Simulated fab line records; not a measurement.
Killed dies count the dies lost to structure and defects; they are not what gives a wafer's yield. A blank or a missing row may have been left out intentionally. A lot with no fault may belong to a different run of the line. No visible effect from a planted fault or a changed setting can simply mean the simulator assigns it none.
Chamber matching / flow nand harc / NHARC_P_M1_PRE_CLEAN_32 on pecvd-02: 3 sister chambers
The step time 12 s. 14 wafers are shown with their chamber, then 7 later ones without.

## EACH WAFER AND ITS CHAMBER
wafer=L844.2; chamber=2; heater power w (W)=638
wafer=L844.3; chamber=1; heater power w (W)=701
wafer=L844.4; chamber=1; heater power w (W)=697
wafer=L845.1; chamber=0; heater power w (W)=543
wafer=L845.2; chamber=2; heater power w (W)=600
wafer=L845.4; chamber=1; heater power w (W)=714
wafer=L846.2; chamber=2; heater power w (W)=566
wafer=L846.4; chamber=2; heater power w (W)=556
wafer=L846.5; chamber=0; heater power w (W)=508
wafer=L852.3; chamber=1; heater power w (W)=703
wafer=L852.5; chamber=2; heater power w (W)=624
wafer=L852.6; chamber=1; heater power w (W)=712
wafer=L855.3; chamber=1; heater power w (W)=706
wafer=L855.4; chamber=2; heater power w (W)=597

SIGNATURES (averages over the wafers above)
reading=heater power w; chamber 0=525.50; chamber 1=705.50; chamber 2=596.83; scatter within a chamber=23.1
Rule: a wafer lies at a distance from a chamber equal to the root of the sum of squares, over the readings, of (its reading less the chamber's mean, divided by the reading's scatter). The wafer belongs to the nearest chamber; if the next one is less than 2 further off, it can't be placed. The scatter is the square root of a quotient: the sum, over the shown wafers, of each reading's squared deviation from its chamber's mean, divided by wafers minus chambers.

## WAFERS WITHOUT THEIR CHAMBER
wafer=L855.5; heater power w (W)=700
wafer=L856.3; heater power w (W)=685
wafer=L856.4; heater power w (W)=676
wafer=L856.6; heater power w (W)=545
wafer=L857.1; heater power w (W)=550
wafer=L857.4; heater power w (W)=533
wafer=L857.6; heater power w (W)=709

## WHICH CHAMBER EACH ONE RAN IN
wafer=L855.5; from the rows above=1; in truth=1
wafer=L856.3; from the rows above=1; in truth=1
wafer=L856.4; from the rows above=1; in truth=1
wafer=L856.6; from the rows above=can't be placed: 0 or 2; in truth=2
wafer=L857.1; from the rows above=can't be placed: 0 or 2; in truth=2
wafer=L857.4; from the rows above=0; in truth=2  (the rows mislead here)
wafer=L857.6; from the rows above=1; in truth=1
Placed correctly: 4 of 7. Not placeable from these rows: 2 (in 2, the candidates include the true chamber). Wrongly placed: 1.
